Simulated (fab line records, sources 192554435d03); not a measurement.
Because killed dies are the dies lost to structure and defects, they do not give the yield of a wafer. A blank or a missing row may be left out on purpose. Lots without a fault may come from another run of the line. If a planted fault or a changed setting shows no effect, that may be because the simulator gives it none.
Matching of chambers | flow n5_finfet | N5_FIN_CUT_ETCH_21 on rie_diel-01 has 4 sister chambers
The step etches SOC in N2/H2, target depth 219 nm, overetch 43.8 nm, time 523.5 s. 8 wafers are shown with their chamber, then 7 later ones without.

== WAFERS, EACH WITH ITS CHAMBER ==
wafer  | chamber | showerhead_plenum_p_Torr (Torr) | drypump_motor_current_A (A)
L082.5 | 3       | 2.50                            | 5.3
L086.4 | 2       | 2.62                            | 5.7
L086.6 | 0       | 2.57                            | 6.5
L090.3 | 1       | 2.71                            | 5.8
L090.4 | 2       | 2.62                            | 5.8
L090.6 | 1       | 2.71                            | 5.8
L095.2 | 3       | 2.49                            | 5.4
L095.3 | 0       | 2.57                            | 6.5

== WAFERS WITHOUT THEIR CHAMBER ==
wafer  | showerhead_plenum_p_Torr (Torr) | drypump_motor_current_A (A)
L095.4 | 2.62                            | 5.7
L096.1 | 2.57                            | 6.4
L096.3 | 2.61                            | 5.7
L096.5 | 2.61                            | 5.7
L097.1 | 2.61                            | 5.7
L097.2 | 2.57                            | 6.5
L097.3 | 2.70                            | 5.8

== CHAMBER TAKEN BY EACH ==
wafer  | from the rows above | in truth
L095.4 | 2                   | 2
L096.1 | 0                   | 0
L096.3 | 2                   | 2
L096.5 | 2                   | 2
L097.1 | 2                   | 2
L097.2 | 0                   | 0
L097.3 | 1                   | 1
Placed correctly: 7 of 7. Left unplaced by these rows: 0. Number placed wrongly: 0.
How it was worked out, from the rows above alone: a wafer's distance from a chamber is the root of the sum, over the readings, of the square of ((its reading less the chamber's mean) divided by the reading's scatter). The wafer belongs to the nearest chamber; if the next one is less than 2 further off, it can't be placed. For every chamber, the mean is computed from those of its wafers that are shown. How the scatter is found: for the shown wafers, subtract from each reading the mean of its chamber, square and add these, divide the total by (wafers less chambers), then take the root.
